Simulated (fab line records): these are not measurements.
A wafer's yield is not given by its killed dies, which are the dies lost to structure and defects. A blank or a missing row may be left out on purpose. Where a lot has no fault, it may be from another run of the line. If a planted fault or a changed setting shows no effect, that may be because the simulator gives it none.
Chamber matching    flow n5_finfet    pecvd-02 running N5_BEOL_M9_ILD_DEP_00: 3 sister chambers
The step deposits SiCOH lowk from DEMS/porogen, target thk 308.51 nm, time 58 s. 18 wafers are shown with their chamber, then 9 later ones without.

== WAFERS WITH THEIR CHAMBER ==
wafer   chamber  throttle_valve_pct (%)  showerhead_plenum_p_Torr (Torr)  heater_power_w (W)
L075.2  1        13.9                    5.708                            334
L075.5  0        14.2                    5.734                            312
L075.6  1        13.7                    5.720                            259
L076.2  0        14.2                    5.740                            283
L076.3  1        13.9                    5.721                            301
L076.4  0        14.3                    5.743                            288
L077.2  0        14.2                    5.750                            286
L077.4  1        13.7                    5.708                            264
L077.5  2        13.3                    5.747                            332
L083.3  2        13.4                    5.732                            306
L083.4  0        14.1                    5.730                            289
L083.5  0        14.3                    5.737                            287
L087.1  2        13.4                    5.740                            285
L087.2  1        13.6                    5.726                            312
L087.5  1        13.6                    5.699                            323
L086.1  0        14.2                    5.737                            295
L086.5  1        13.6                    5.715                            316
L086.6  0        14.6                    5.751                            292

SIGNATURES (averages over the wafers above)
reading                   chamber 0  chamber 1  chamber 2  scatter within a chamber
throttle_valve_pct        14.262     13.714     13.367     0.135
showerhead_plenum_p_Torr  5.74025    5.71386    5.73967    0.00826
heater_power_w            291.50     301.29     307.67     21.2
Rule: a wafer's distance from a chamber is the root of the sum, over the readings, of the square of ((its reading less the chamber's mean) divided by the reading's scatter). The wafer belongs to the nearest chamber; if the next one is less than 2 further off, it can't be placed. How the scatter is found: for the shown wafers, subtract from each reading the mean of its chamber, square and add these, divide the total by (wafers less chambers), then take the root.

== WAFERS MISSING THEIR CHAMBER ==
wafer   throttle_valve_pct (%)  showerhead_plenum_p_Torr (Torr)  heater_power_w (W)
L091.3  14.5                    5.732                            236
L091.5  13.4                    5.748                            323
L091.6  14.5                    5.752                            250
L095.3  13.8                    5.733                            285
L095.5  13.8                    5.724                            302
L095.6  14.8                    5.753                            289
L092.1  14.3                    5.746                            299
L092.3  13.8                    5.739                            351
L092.5  14.7                    5.740                            238

== THE CHAMBER EACH PASSED THROUGH ==
wafer   from the rows above           in truth
L091.3  0                             0
L091.5  2                             2
L091.6  0                             0
L095.3  can't be placed: 1 or 2 or 0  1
L095.5  1                             1
L095.6  0                             0
L092.1  0                             0
L092.3  can't be placed: 2 or 1 or 0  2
L092.5  0                             0
7 of 9 placed correctly. Unplaceable from these rows: 2, with the true chamber sitting among the candidates in 2. Placed wrongly: 0.
